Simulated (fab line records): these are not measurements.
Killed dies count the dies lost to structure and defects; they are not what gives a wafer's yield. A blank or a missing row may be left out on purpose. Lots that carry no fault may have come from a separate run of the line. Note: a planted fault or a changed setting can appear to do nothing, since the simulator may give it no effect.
Which tool did it? ; flow nand_harc ; 24 lots with 72 wafers sampled at 3 steps, on a route of 1302 steps

WHAT EACH GAUGE READ, for each wafer
NHARC_A_CONTACT_CD_MEAS_80. Usual: cd_nm 289.5 nm, standard deviation 0.71.
lot;measured;on;cd_nm (nm);flag
L075;day 22 03:55;cd_sem-01;288.0 289.4 288.8;
L074;day 22 14:03;cd_sem-02;290.0 289.6 290.0;
L076;day 22 20:47;cd_sem-03;289.3 289.4 288.9;
L077;day 22 20:41;cd_sem-03;288.9 290.4 290.3;
L079;day 23 12:20;cd_sem-02;289.6 289.3 288.8;
L078;day 24 02:31;cd_sem-01;288.5 288.0 288.2;
L081;day 24 20:53;cd_sem-02;290.5 290.0 289.7;
L082;day 25 05:36;cd_sem-01;289.1 289.4 288.7;
L083;day 25 19:46;cd_sem-02;289.4 290.2 289.7;
L084;day 26 09:38;cd_sem-02;289.3 288.7 290.2;
L086;day 26 12:09;cd_sem-02;290.0 289.6 289.5;
L085;day 26 18:09;cd_sem-01;289.1 290.2 289.4;
L080;day 27 13:04;cd_sem-02;290.7 290.9 290.3;
L088;day 27 14:25;cd_sem-01;289.2 290.4 289.2;
L089;day 27 15:31;cd_sem-01;289.4 289.0 289.1;
L087;day 28 10:57;cd_sem-01;289.8 290.6 290.7;
L090;day 28 20:59;cd_sem-01;289.4 290.2 289.4;
L091;day 29 16:04;cd_sem-01;289.1 290.0 289.7;
L092;day 30 03:25;cd_sem-01;289.8 290.2 289.4;
L093;day 30 08:04;cd_sem-03;289.9 289.8 289.6;
L094;day 30 08:50;cd_sem-02;289.8 290.9 290.7;
L095;day 30 17:41;cd_sem-02;288.3 288.4 288.6;
L097;day 30 23:34;cd_sem-03;288.9 288.8 289.4;
L096;day 30 23:56;cd_sem-03;290.8 289.6 290.6;

NHARC_A_CONTACT_CD_MEAS_08: target cd 200 nm. Usual: cd_nm 200.2 nm, standard deviation 0.57.
lot;measured;on;cd_nm (nm);flag
L075;day 22 07:28;cd_sem-03;201.0 199.7 200.3;
L074;day 22 18:02;cd_sem-02;200.6 200.4 200.0;
L076;day 23 01:01;cd_sem-03;200.1 200.1 199.9;
L077;day 23 00:38;cd_sem-02;200.0 200.0 200.0;
L079;day 23 15:38;cd_sem-03;201.1 201.2 201.3;
L078;day 24 09:22;cd_sem-02;199.7 200.6 200.2;
L081;day 25 00:19;cd_sem-02;201.3 200.3 200.4;
L082;day 25 11:07;cd_sem-02;200.6 199.6 200.6;
L083;day 25 23:11;cd_sem-02;201.0 199.2 200.0;
L084;day 26 16:18;cd_sem-02;199.7 200.6 200.0;
L086;day 26 18:11;cd_sem-03;200.4 199.7 199.7;
L085;day 27 00:14;cd_sem-02;199.9 199.6 200.0;
L080;day 27 16:22;cd_sem-01;199.7 200.8 200.4;
L088;day 27 17:43;cd_sem-01;201.2 201.2 201.4;
L089;day 27 19:09;cd_sem-03;201.1 199.8 200.2;
L087;day 28 14:22;cd_sem-03;199.0 200.1 199.2;
L090;day 29 03:05;cd_sem-03;200.4 200.4 200.1;
L091;day 29 21:29;cd_sem-02;199.8 200.7 200.3;
L092;day 30 08:38;cd_sem-01;200.0 200.3 199.9;
L093;day 30 14:10;cd_sem-03;199.3 200.8 200.0;
L094;day 30 16:01;cd_sem-03;199.9 199.4 200.5;
L095;day 30 21:02;cd_sem-03;200.0 200.2 199.5;
L097;day 31 03:07;cd_sem-01;200.1 200.7 200.1;
L096;day 31 03:29;cd_sem-03;201.1 200.4 199.9;

WHICH TOOL RAN EACH LOT (tool, then ch and the chambers of the sampled wafers, then the start)
lot;NHARC_A_CONTACT_ETCH_124
L075;har_cap_etch-03 ch 0,1, day 22 01:14
L074;har_cap_etch-01 ch 1, day 22 11:24
L076;har_cap_etch-02 ch 0,1, day 22 18:01
L077;har_cap_etch-03 ch 0,1, day 22 18:04
L079;har_cap_etch-03 ch 0,1, day 23 09:44
L078;har_cap_etch-03 ch 0,1, day 23 23:28
L081;har_cap_etch-03 ch 0,1, day 24 18:17
L082;har_cap_etch-03 ch 0,1, day 25 03:02
L083;har_cap_etch-01 ch 0,1, day 25 17:10
L084;har_cap_etch-03 ch 0,1, day 26 07:02
L086;har_cap_etch-01 ch 0,1, day 26 09:32
L085;har_cap_etch-03 ch 0,1, day 26 15:32
L080;har_cap_etch-01 ch 0,1, day 27 10:29
L088;har_cap_etch-03 ch 0,1, day 27 11:52
L089;har_cap_etch-02 ch 0,1, day 27 12:56
L087;har_cap_etch-03 ch 0,1, day 28 08:20
L090;har_cap_etch-03 ch 0,1, day 28 18:25
L091;har_cap_etch-03 ch 0,1, day 29 13:27
L092;har_cap_etch-02 ch 0,1, day 30 00:52
L093;har_cap_etch-01 ch 0,1, day 30 05:11
L094;har_cap_etch-02 ch 0,1, day 30 06:03
L095;har_cap_etch-02 ch 0,1, day 30 15:04
L097;har_cap_etch-03 ch 0,1, day 30 20:57
L096;har_cap_etch-02 ch 0,1, day 30 21:22
- NHARC_A_CONTACT_ETCH_124: etches the open film in C4F8/O2/Ar, time 140 s, target depth 700 nm.

WHAT THE TOOLS THEMSELVES READ (means of the sampled wafers that have a number; where no wafer has one, the mark that the record gives instead)
The record holds no such reading with a usual standard deviation.

THE ANSWER, worked out from the rows above alone
Rule: lot off if the mean of its wafers having a number is beyond 3 standard deviations from the usual mean. Also off: a lot with no number at a reading for which 4 or more lots have one. Where the step has rows for the other lots, those lots are counted as sound. Order of review: gauges by route order, followed by the tools' own readings, for which a lot's mean as printed above is used. The first step at which some lot is off is used, and at that step the reading that is off furthest; a lot without a number counts as furthest.
No lot is off at any reading shown: from this, nothing can be told.

WHAT HAD BEEN PUT IN BY THE SIMULATOR
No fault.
